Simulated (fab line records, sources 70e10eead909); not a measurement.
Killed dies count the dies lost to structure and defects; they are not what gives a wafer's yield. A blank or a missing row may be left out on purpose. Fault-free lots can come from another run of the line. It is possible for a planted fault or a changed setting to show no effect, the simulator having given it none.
Chamber matching :: flow nand-harc :: 3 sister chambers for NHARC_A_M0_PRE_CLEAN_31 on pecvd-02
The step time 12 s. 3 wafers are shown with their chamber, then 7 later ones without.

WAFERS PAIRED WITH THEIR CHAMBERS
wafer: L084.6
chamber: 1
rf-fwd-power-W (W): 291.8

wafer: L086.2
chamber: 0
rf-fwd-power-W (W): 293.3

wafer: L086.3
chamber: 2
rf-fwd-power-W (W): 292.5

WAFERS MISSING THEIR CHAMBER
wafer: L086.5
rf-fwd-power-W (W): 293.4

wafer: L090.1
rf-fwd-power-W (W): 291.7

wafer: L090.3
rf-fwd-power-W (W): 292.1

wafer: L090.6
rf-fwd-power-W (W): 292.7

wafer: L096.4
rf-fwd-power-W (W): 292.8

wafer: L096.5
rf-fwd-power-W (W): 292.8

wafer: L096.6
rf-fwd-power-W (W): 290.9

WHICH CHAMBER EACH ONE RAN IN
wafer: L086.5
from the rows above: can't be placed: 0 or 2
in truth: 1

wafer: L090.1
from the rows above: can't be placed: 1 or 2
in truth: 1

wafer: L090.3
from the rows above: can't be placed: 1 or 2
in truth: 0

wafer: L090.6
from the rows above: can't be placed: 2 or 0 or 1
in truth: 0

wafer: L096.4
from the rows above: can't be placed: 2 or 0 or 1
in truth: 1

wafer: L096.5
from the rows above: can't be placed: 2 or 0 or 1
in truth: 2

wafer: L096.6
from the rows above: can't be placed: 1 or 2
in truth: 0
Correctly placed: 0 of 7. These rows do not allow placing 7 (true chamber among the candidates in 4). Wrongly placed: 0.
How it was worked out, from the rows above alone: a wafer's distance from a chamber is the root of the sum, over the readings, of the square of ((its reading less the chamber's mean) divided by the reading's scatter). If the next closest chamber is less than 2 further off than the closest, the wafer can't be placed; otherwise it belongs to the closest. The mean given for a chamber averages the wafers shown for that chamber. The scatter (one wafer shown for each chamber): square how far every hidden wafer sits from the nearest shown wafer, average those squares and take the square root.
